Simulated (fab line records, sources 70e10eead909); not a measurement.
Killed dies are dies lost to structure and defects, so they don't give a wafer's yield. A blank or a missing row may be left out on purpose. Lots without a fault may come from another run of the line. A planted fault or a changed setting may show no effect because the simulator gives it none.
Chamber matching | flow nand_harc | NHARC_P_BONDPAD_CMP_19 on cmp-03: 4 sister chambers
The step polishes, t overpolish 30 s, cu recess touch 16 s, target thk 160.81 nm. 4 wafers are shown with their chamber, then 8 later ones without.

WAFERS WITH THEIR CHAMBER
wafer  | chamber | motor_current_A (A)
L084.2 | 2       | 12.6
L084.4 | 0       | 12.3
L084.6 | 1       | 11.9
L087.2 | 3       | 10.5

WAFERS WITHOUT THEIR CHAMBER
wafer  | motor_current_A (A)
L087.4 | 12.0
L087.6 | 13.2
L086.2 | 11.9
L086.3 | 12.8
L086.6 | 11.6
L092.1 | 12.1
L092.3 | 13.3
L092.4 | 10.2

WHICH CHAMBER EACH WENT THROUGH
wafer  | from the rows above          | in truth
L087.4 | can't be placed: 1 or 0 or 2 | 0
L087.6 | can't be placed: 2 or 0 or 1 | 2
L086.2 | can't be placed: 1 or 0 or 2 | 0
L086.3 | can't be placed: 2 or 0 or 1 | 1
L086.6 | can't be placed: 1 or 0 or 2 | 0
L092.1 | can't be placed: 1 or 0 or 2 | 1
L092.3 | can't be placed: 2 or 0 or 1 | 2
L092.4 | 3                            | 3
Placed correctly: 1 of 8. Can't be placed from these rows: 7 (the true chamber is among the candidates in 7). Placed wrongly: 0.
How it was worked out, from the rows above alone: a wafer's distance from a chamber is the root of the sum, over the readings, of the square of ((its reading less the chamber's mean) divided by the reading's scatter). The wafer belongs to the nearest chamber; if the next one is less than 2 further off, it can't be placed. A chamber's mean is the mean of its shown wafers. The scatter: with one shown wafer a chamber, the root of the mean of the squares of how far each hidden wafer lies from its nearest shown one.
